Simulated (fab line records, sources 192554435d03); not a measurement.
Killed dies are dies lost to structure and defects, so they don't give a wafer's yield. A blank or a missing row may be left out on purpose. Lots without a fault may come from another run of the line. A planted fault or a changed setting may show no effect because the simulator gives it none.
Which tool did it? | flow n5_finfet | 12 lots, 36 wafers sampled, at 5 steps of a route of 1938

WHAT THE GAUGES READ, wafer by wafer
N5_BEOL_M3_RS_MEAS_58: measures by four-point-probe.
lot  | measured     | on            | M3_RS (ohm/sq)
L074 | day 7 17:05  | film_metro-02 | 0.64 0.71 0.61
L077 | day 8 12:01  | film_metro-02 | 0.67 0.65 0.67
L078 | day 9 08:29  | film_metro-01 | 0.70 0.70 0.66
L082 | day 9 13:10  | film_metro-02 | 0.68 0.66 0.67
L083 | day 9 17:30  | film_metro-01 | 0.69 0.67 0.64
L085 | day 10 01:18 | film_metro-01 | 0.67 0.71 0.64
L087 | day 11 00:08 | film_metro-02 | 0.66 0.64 0.61
L089 | day 11 10:31 | film_metro-01 | 0.67 0.69 0.65
L091 | day 11 23:17 | film_metro-02 | 0.75 0.81 0.65
L095 | day 12 18:28 | film_metro-02 | 0.65 0.70 0.68
L094 | day 13 05:31 | film_metro-01 | 0.65 0.63 0.64
L097 | day 13 10:26 | film_metro-02 | 0.76 0.65 0.68

WHICH TOOL RAN EACH LOT (tool, then ch and the chambers of the sampled wafers, then the start)
lot  | N5_BEOL_M3_ANNEAL_49         | N5_BEOL_M3_ANNEAL_80         | N5_BEOL_M3_SPUTTER_88        | N5_BEOL_M3_DEP_57
L074 | pvd_sputter-01, day 7 14:05  | pvd_sputter-01, day 7 14:18  | pvd_sputter-01, day 7 14:53  | pecvd-02 ch 0,1,2, day 7 17:01
L077 | pvd_sputter-01, day 8 09:14  | pvd_sputter-01, day 8 09:28  | pvd_sputter-01, day 8 10:02  | pecvd-02 ch 0,1,2, day 8 11:56
L078 | pvd_sputter-01, day 9 05:45  | pvd_sputter-01, day 9 05:58  | pvd_sputter-01, day 9 06:33  | pecvd-03 ch 0,2, day 9 08:25
L082 | pvd_sputter-02, day 9 10:26  | pvd_sputter-02, day 9 10:39  | pvd_sputter-02, day 9 11:14  | pecvd-02 ch 0,2, day 9 13:07
L083 | pvd_sputter-03, day 9 14:46  | pvd_sputter-03, day 9 14:59  | pvd_sputter-03, day 9 15:34  | pecvd-03 ch 0,1,2, day 9 17:26
L085 | pvd_sputter-01, day 9 22:32  | pvd_sputter-01, day 9 22:46  | pvd_sputter-01, day 9 23:20  | pecvd-04 ch 0,1, day 10 01:13
L087 | pvd_sputter-03, day 10 21:18 | pvd_sputter-03, day 10 21:31 | pvd_sputter-03, day 10 22:06 | pecvd-04 ch 0,1,2, day 11 00:04
L089 | pvd_sputter-02, day 11 07:14 | pvd_sputter-02, day 11 07:27 | pvd_sputter-02, day 11 08:02 | pecvd-03 ch 0,1,2, day 11 10:27
L091 | pvd_sputter-03, day 11 20:34 | pvd_sputter-03, day 11 20:47 | pvd_sputter-03, day 11 21:22 | pecvd-04 ch 0,1, day 11 23:14
L095 | pvd_sputter-01, day 12 15:44 | pvd_sputter-01, day 12 15:57 | pvd_sputter-01, day 12 16:32 | pecvd-02 ch 0,2, day 12 18:24
L094 | pvd_sputter-01, day 13 02:47 | pvd_sputter-01, day 13 03:00 | pvd_sputter-01, day 13 03:35 | pecvd-03 ch 0,1, day 13 05:27
L097 | pvd_sputter-02, day 13 04:17 | pvd_sputter-02, day 13 04:30 | pvd_sputter-02, day 13 05:05 | pecvd-02 ch 0,1,2, day 13 10:22
- N5_BEOL_M3_ANNEAL_49: time 240 s.
- N5_BEOL_M3_ANNEAL_80: time 240 s.
- N5_BEOL_M3_SPUTTER_88: material Cu, target thk 4.5 nm, time 8.29 s.
- N5_BEOL_M3_DEP_57: deposits SiCN from 3MS/NH3, target thk 8 nm, time 14 s.

THE ANSWER, worked out from the rows above alone
Rule: what is usual is taken from the lots themselves. Put in order of their means at a reading, lots are off if they are a third of the lots or fewer, leave a main group of 4 or more, and stand apart from it by a gap of 3 or more times the standard deviation of the main group's means; of several such gaps the widest counts. A main group whose means are all the same, to the digits that the tables above print for the reading, isn't used. A lot without any number at a reading at which 4 lots or more have one is off too. The other lots that the step has rows for count as sound.
No lot is off at any reading shown: from this, nothing can be told.

WHAT THE SIMULATOR HAD PUT IN
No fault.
